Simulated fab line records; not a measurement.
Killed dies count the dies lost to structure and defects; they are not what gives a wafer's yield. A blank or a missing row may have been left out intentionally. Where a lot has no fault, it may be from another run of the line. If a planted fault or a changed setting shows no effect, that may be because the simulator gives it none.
Chamber matching :: flow n5_finfet :: N5_BEOL_M3_CVD_47 on cvd_co-01 has 3 sister chambers
The step deposits Co from CCTBA/H2, target thk 3 nm, time 223.8 s. 15 wafers are shown with their chamber, then 7 later ones without.

EACH WAFER AND ITS CHAMBER
wafer: L534.1
chamber: 1
run_length_s (s): 246.1

wafer: L534.2
chamber: 2
run_length_s (s): 245.6

wafer: L534.4
chamber: 0
run_length_s (s): 246.9

wafer: L536.2
chamber: 2
run_length_s (s): 245.7

wafer: L536.3
chamber: 0
run_length_s (s): 247.1

wafer: L536.5
chamber: 1
run_length_s (s): 245.9

wafer: L537.1
chamber: 1
run_length_s (s): 245.8

wafer: L537.2
chamber: 0
run_length_s (s): 247.2

wafer: L537.6
chamber: 1
run_length_s (s): 245.7

wafer: L543.1
chamber: 2
run_length_s (s): 246.0

wafer: L543.3
chamber: 1
run_length_s (s): 245.9

wafer: L543.5
chamber: 1
run_length_s (s): 245.9

wafer: L544.1
chamber: 1
run_length_s (s): 246.3

wafer: L544.4
chamber: 2
run_length_s (s): 245.7

wafer: L544.5
chamber: 0
run_length_s (s): 247.3

SIGNATURES (means of the wafers above)
reading: run_length_s
chamber 0: 247.125
chamber 1: 245.943
chamber 2: 245.750
scatter within a chamber: 0.186
Rule: a wafer's distance from a chamber is the root of the sum, over the readings, of the square of ((its reading less the chamber's mean) divided by the reading's scatter). The wafer belongs to the nearest chamber; if the next one is less than 2 further off, it can't be placed. The scatter: the root of (the sum of the squares of (reading less its chamber's mean) over the shown wafers, divided by (wafers less chambers)).

WAFERS WITH NO CHAMBER GIVEN
wafer: L546.1
run_length_s (s): 245.9

wafer: L546.3
run_length_s (s): 247.1

wafer: L546.6
run_length_s (s): 247.2

wafer: L550.2
run_length_s (s): 245.8

wafer: L550.5
run_length_s (s): 246.2

wafer: L551.1
run_length_s (s): 246.3

wafer: L551.5
run_length_s (s): 246.0

WHICH CHAMBER EACH ONE RAN IN
wafer: L546.1
from the rows above: can't be placed: 1 or 2
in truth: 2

wafer: L546.3
from the rows above: 0
in truth: 0

wafer: L546.6
from the rows above: 0
in truth: 0

wafer: L550.2
from the rows above: can't be placed: 2 or 1
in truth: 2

wafer: L550.5
from the rows above: can't be placed: 1 or 2
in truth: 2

wafer: L551.1
from the rows above: can't be placed: 1 or 2
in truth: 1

wafer: L551.5
from the rows above: can't be placed: 1 or 2
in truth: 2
Placed correctly: 2 of 7. From these rows, 5 cannot be placed; in 5 the true chamber is one of the candidates. Wrongly placed: 0.
